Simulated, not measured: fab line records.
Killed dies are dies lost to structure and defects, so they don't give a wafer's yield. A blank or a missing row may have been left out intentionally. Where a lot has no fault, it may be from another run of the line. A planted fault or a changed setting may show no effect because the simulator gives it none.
Struck lot and sound lot, side by side -- flow n5 finfet -- 14 steps out of a route of 1938
Sound: the wafers L133.2, L133.4, L133.6. Struck: wafer L137.3 (left out: L137.2, a lot-mate that was not struck); the cause follows at the end.
Order at every step that has rows: each side's tool, ch and its chambers, its first start. Under that, the readings that differ: sound wafers -- struck wafers -- difference of the means -- sigmas: that difference in standard deviations of wafers without a fault.
alike: readings with means less than 2 such deviations apart, plus words and numbers identical on both sides. not compared: withheld readings, readings lacking a value on some wafer, bounds such as >300 that could conceal the same value, and numbers that have no deviation in the record and whose values overlap.
A row with sigmas, a row that says differs or no value, or rows on one side alone: a step with any of these is where the two part. Numbers that don't overlap but have no deviation are shown without sigmas and don't part them. A reading missing from all wafers of one side parts the sides only when that side holds two or more wafers.

first, 3 steps without rows for these wafers: N5_BEOL_M6_EXPOSE_25 (exposes mask V5, target cd 40 nm); N5_BEOL_M6_PEB_26 (peb time 60 s); N5_BEOL_M6_DEVELOP_27 (develop time 30 s).
N5_BEOL_M6_CD_MEAS_28: target cd 40 nm.
  sound on cd sem-01 ch 0, day 10 14:04; struck on cd sem-01 ch 0, day 12 08:11
  alike: cd nm
N5_BEOL_M6_OVL_MEAS_29:
  sound on overlay-02 ch 0, day 10 14:07; struck on overlay-02 ch 0, day 12 08:13
reading,sound,struck,difference,sigmas
V5_OVL (nm),-1.0 -0.4 -1.1,0.5,+1.3,+2
N5_BEOL_M6_INSPECT_30: inspects for defects (brightfield).
  sound on defect inspect-01, day 10 14:10; struck on defect inspect-02, day 12 08:16
  alike: raw defect count
N5_BEOL_M6_DESCUM_33: chemistry O2, time 7 s.
  sound on rie diel-03 ch 1,2,3, day 10 14:11; struck on rie diel-01 ch 0, day 12 08:18
  alike: drypump motor current A, oes product au, rf vpp V, showerhead plenum p Torr, throttle valve pct
  not compared: rf hours counter h
N5_BEOL_M6_ETCH_72: etches underlayer in N2/H2, target depth 6.5 nm, time 5.2 s.
  sound on rie diel-03 ch 1,2,3, day 10 14:14; struck on rie diel-01 ch 0, day 12 08:20
  alike: drypump motor current A, etch rf on time s, oes product au, rf vpp V, showerhead plenum p Torr, throttle valve pct
  not compared: rf hours counter h
N5_BEOL_M6_ETCH_65: etches SiARC in CF4, target depth 15.6 nm, time 26 s.
  sound on rie diel-03 ch 1,2,3, day 10 14:15; struck on rie diel-01 ch 0, day 12 08:21
  alike: drypump motor current A, etch rf on time s, oes product au, rf vpp V, showerhead plenum p Torr, throttle valve pct
  not compared: rf hours counter h
N5_BEOL_M6_ETCH_66: etches SOC in N2/H2, target depth 80 nm, overetch 16 nm, time 120 s.
  sound on rie diel-03 ch 1,2,3, day 10 14:16; struck on rie diel-01 ch 0, day 12 08:23
  alike: drypump motor current A, oes product au, rf vpp V, showerhead plenum p Torr, throttle valve pct
  not compared: rf hours counter h
then, 2 steps without rows for these wafers: N5_BEOL_M6_STRIP_69 (strips in N2/H2); N5_BEOL_M6_STRIP_73 (strips in N2/H2).
N5_BEOL_M6_VIA_ETCH_34: etches SiCOH lowk in C4F6/O2, target depth 126.3 nm, time 50.9 s.
  sound on rie diel-03 ch 1,2,3, day 10 14:23; struck on rie diel-01 ch 0, day 12 08:29
reading,sound,struck,difference,sigmas
model.etch.depth nm (nm),126.6 126.1 128.7,96.28,-30.85,
model.SOC_of_BEOL_M6_COAT_63.thk nm (nm),54 54.2 54,55.6,+1.5,
  alike: O2_flow_sccm, drypump motor current A, oes product au, rf vpp V, showerhead plenum p Torr, throttle valve pct
  not compared: rf hours counter h
then, 1 step without rows for these wafers: N5_BEOL_M6_STRIP_76 (strips in C4F6/O2).

## WHERE THEY PART
Only at N5_BEOL_M6_OVL_MEAS_29, as far as this record shows. Later steps at which nothing parts them and some readings are alike: N5_BEOL_M6_INSPECT_30, N5_BEOL_M6_DESCUM_33, N5_BEOL_M6_ETCH_72, N5_BEOL_M6_ETCH_65, N5_BEOL_M6_ETCH_66, N5_BEOL_M6_VIA_ETCH_34.

WHY: the cause the simulator had injected
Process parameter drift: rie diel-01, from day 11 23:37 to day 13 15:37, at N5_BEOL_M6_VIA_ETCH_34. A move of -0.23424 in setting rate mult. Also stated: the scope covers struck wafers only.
